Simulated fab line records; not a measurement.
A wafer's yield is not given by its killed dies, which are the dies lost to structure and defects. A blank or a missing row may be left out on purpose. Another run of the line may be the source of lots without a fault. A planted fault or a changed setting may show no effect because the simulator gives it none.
Matching of chambers | flow n5 finfet | 3 sister chambers for N5_BEOL_M10_CURE_71 on uv cure-01
The step cures SiCOH lowk, time 240 s. 3 wafers are shown with their chamber, then 9 later ones without.

## WAFERS PAIRED WITH THEIR CHAMBERS
wafer  | chamber | wafer_temp_C_max
L081.6 | 0       | 386.8
L086.5 | 1       | 389.1
L088.5 | 2       | 386.4

## WAFERS WHOSE CHAMBER IS MISSING
wafer  | wafer_temp_C_max
L094.1 | 385.8
L094.2 | 386.5
L094.3 | 386.0
L096.2 | 386.4
L096.4 | 386.1
L096.5 | 386.7
L097.1 | 387.0
L097.3 | 386.7
L097.5 | 387.1

## EACH ONE'S CHAMBER
wafer  | from the rows above     | in truth
L094.1 | can't be placed: 2 or 0 | 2
L094.2 | can't be placed: 2 or 0 | 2
L094.3 | can't be placed: 2 or 0 | 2
L096.2 | can't be placed: 2 or 0 | 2
L096.4 | can't be placed: 2 or 0 | 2
L096.5 | can't be placed: 0 or 2 | 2
L097.1 | can't be placed: 0 or 2 | 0
L097.3 | can't be placed: 0 or 2 | 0
L097.5 | can't be placed: 0 or 2 | 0
Placed correctly: 0 of 9. Not placeable from these rows: 9 (in 9, the candidates include the true chamber). Wrongly placed: 0.
How it was worked out, from the rows above alone: a wafer's distance from a chamber is the root of the sum, over the readings, of the square of ((its reading less the chamber's mean) divided by the reading's scatter). If the next closest chamber is less than 2 further off than the closest, the wafer can't be placed; otherwise it belongs to the closest. Each chamber's mean is taken over the wafers shown for it. The scatter: root of mean squared gap, hidden wafer to nearest shown wafer, with one shown wafer a chamber.
